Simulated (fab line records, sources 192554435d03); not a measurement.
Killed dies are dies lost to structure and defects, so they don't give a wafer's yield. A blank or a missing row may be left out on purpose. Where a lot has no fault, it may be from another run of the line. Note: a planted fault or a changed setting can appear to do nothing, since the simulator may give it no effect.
Problem report, 8D (eight disciplines) form, completed by code ; flow n5Finfet ; the parts of the form that need people (team, actions taken, sign-off) are left out

## 1. THE ISSUE
Mean RS_NWELL at N5_BEOL_M4_RC_MEAS_101: 1266 ohm/sq over 6 wafers in 2 lots; fault-free wafers: 1038 ohm/sq, standard deviation 6.2. That puts it +37 standard deviations away from the usual mean.
Earliest sighting: wafer L406.1 on prober-02 at day 9 12:39. The record has a number at this step for 28 wafers belonging to 10 lots. Rule for "out", or "out of limits": more than 4 standard deviations from the usual mean. Any other wafer with a number is counted as sound.

## 2. WHAT IT IS AND WHAT IT IS NOT
question;is;is not
which readings at this step;RS_NWELL;DIBL_N, DIBL_P, IOFF_N, IOFF_P, ION_N, ION_P, SS_N, SS_P, VT_N, VT_P
which lots;L406, L408;L401, L402, L405, L414, L418, L419, L421, L423
which wafers of those lots;all that have a number;-
read on which gauges;prober-02;prober-01
when;from day 9 12:39;"up to then (8 sound wafers); but 14 sound wafers of L414, L418, L419, L421, L423 came after"

## 3. SUSPECTS, AND WHAT RULES EACH OUT
Counting: a tool stays on the suspect list if, at a process step up to the reading, it processed all lots that are out and no sound lot following the first of them.
- the gauge at N5_BEOL_M4_RC_MEAS_101 is ruled out. All the wafers that are out were read on prober-02, but those of them that N5_WELL_APT_IMPLANT_14 has rows for are out there too, on other tools.
- implanter-01 at N5_WELL_APT_IMPLANT_14: ruled out as a lasting fault. After its first lot that is out, L406 (day 2 19:53), sound lots L418, L423 ran on it.
- rtpAnneal-01 at N5_WELL_APT_RTA_34 (time 10 s): ruled out as a lasting fault. After its first lot that is out, L406 (day 2 21:41), sound lots L421, L423 ran on it.
- rieDiel-01 at N5_PMOS_HMC_CHANNEL_EPI_DESCUM_14 (chemistry O2, time 7.9 s): ruled out as a lasting fault. After its first lot that is out, L406 (day 2 23:24), sound lots L423 ran on it.
Left after counting: nothing in the record.

## 4. THE CAUSE (what the simulator had put in)
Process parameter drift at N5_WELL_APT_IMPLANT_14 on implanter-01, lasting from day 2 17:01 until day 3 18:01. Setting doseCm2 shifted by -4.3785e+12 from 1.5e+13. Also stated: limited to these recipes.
Counting ruled it out, wrongly: the rule takes a fault to strike every lot that its tool runs from its start on, and this one did not.

## 5. THE EFFECT CHAIN, in route order
Each row: a reading where the mean over the struck wafers with a number is more than 3 standard deviations away from the usual. Scope: only readings with a usual standard deviation given in the record; hours: median across lots of the time from each lot's start at the first step in this table that gives one to its start at this step; sigmas: change in usual standard deviations.
hours;step;reading;usual;on struck wafers;change;sigmas
0;N5_WELL_APT_IMPLANT_14;doseIonsCm2;1.5e+13;1.1e+13;-4.4e+12;-99 or more
0;N5_WELL_APT_IMPLANT_14;faradayCurrentUA;190;135;-55;-14
157;N5_BEOL_M4_RC_MEAS_101;RS_NWELL;1038 ohm/sq;1266;+228;+37
It contains these process steps:
- N5_WELL_APT_IMPLANT_14

## 6. WHAT WOULD HAVE CAUGHT IT SOONER
In this record the first reading out of limits at a measuring or inspecting step was taken at day 9 12:39, 164 hours after the fault began at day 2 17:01.
The tool's own readings at N5_WELL_APT_IMPLANT_14 were out on every struck wafer that the step has a row for (doseIonsCm2, faradayCurrentUA): an alarm limit on them would have fired on the first of those.
